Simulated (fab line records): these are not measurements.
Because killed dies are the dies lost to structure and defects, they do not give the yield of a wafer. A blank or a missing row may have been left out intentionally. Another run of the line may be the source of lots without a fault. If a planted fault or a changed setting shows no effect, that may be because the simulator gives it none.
Matching of chambers | flow nandHarc | NHARC_THIN_TSV_STRIP_57 on wetBench-10 has 7 sister chambers
The step strips in post etch residue remover, time 1200 s. 16 wafers are shown with their chamber, then 7 later ones without.

== EACH WAFER AND ITS CHAMBER ==
wafer  | chamber | bathGuardTempC (C) | bathHeatDutyPct (%)
L723.1 | 2       | 72.5               | 13.2
L723.2 | 7       | 73.4               | 13.0
L723.3 | 3       | 72.4               | 16.1
L724.1 | 7       | 73.3               | 12.9
L724.2 | 0       | 72.4               | 14.2
L724.4 | 2       | 72.5               | 14.4
L725.3 | 7       | 73.4               | 11.3
L725.5 | 6       | 73.5               | 16.0
L725.6 | 3       | 72.5               | 17.8
L726.1 | 1       | 72.8               | 14.0
L726.2 | 5       | 72.5               | 13.7
L726.3 | 2       | 72.4               | 14.4
L728.4 | 0       | 72.6               | 14.1
L728.5 | 3       | 72.6               | 15.9
L728.6 | 1       | 73.0               | 14.4
L743.3 | 6       | 73.3               | 15.0

SIGNATURES, as means of the wafers listed above
reading         | chamber 0 | chamber 1 | chamber 2 | chamber 3 | chamber 5 | chamber 6 | chamber 7 | scatter within a chamber
bathGuardTempC  | 72.500    | 72.900    | 72.467    | 72.500    | 72.500    | 73.400    | 73.367    | 0.102
bathHeatDutyPct | 14.150    | 14.200    | 14.000    | 16.600    | 13.700    | 15.500    | 12.400    | 0.785
Rule: for each reading, subtract the chamber's mean from the wafer's reading, divide by that reading's scatter and square the result; add these up over the readings and take the root, which gives the wafer's distance from the chamber. If the next closest chamber is less than 2 further off than the closest, the wafer can't be placed; otherwise it belongs to the closest. The scatter is the square root of a quotient: the sum, over the shown wafers, of each reading's squared deviation from its chamber's mean, divided by wafers minus chambers.

== WAFERS WITHOUT THEIR CHAMBER ==
wafer  | bathGuardTempC (C) | bathHeatDutyPct (%)
L743.5 | 72.6               | 14.1
L744.1 | 73.3               | 14.7
L744.4 | 72.8               | 12.8
L744.5 | 72.6               | 14.2
L746.1 | 72.2               | 15.5
L746.4 | 72.2               | 14.6
L746.5 | 72.5               | 13.2

== WHICH CHAMBER EACH WENT THROUGH ==
wafer  | from the rows above               | in truth
L743.5 | can't be placed: 0 or 5 or 2 or 1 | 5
L744.1 | can't be placed: 6 or 7           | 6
L744.4 | can't be placed: 1 or 5 or 0 or 2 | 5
L744.5 | can't be placed: 0 or 5 or 2 or 1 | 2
L746.1 | can't be placed: 2 or 3 or 0 or 5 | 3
L746.4 | can't be placed: 2 or 0 or 5 or 3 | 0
L746.5 | can't be placed: 5 or 2 or 0      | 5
0 of 7 placed correctly. These rows do not allow placing 7 (true chamber among the candidates in 7). Number placed wrongly: 0.
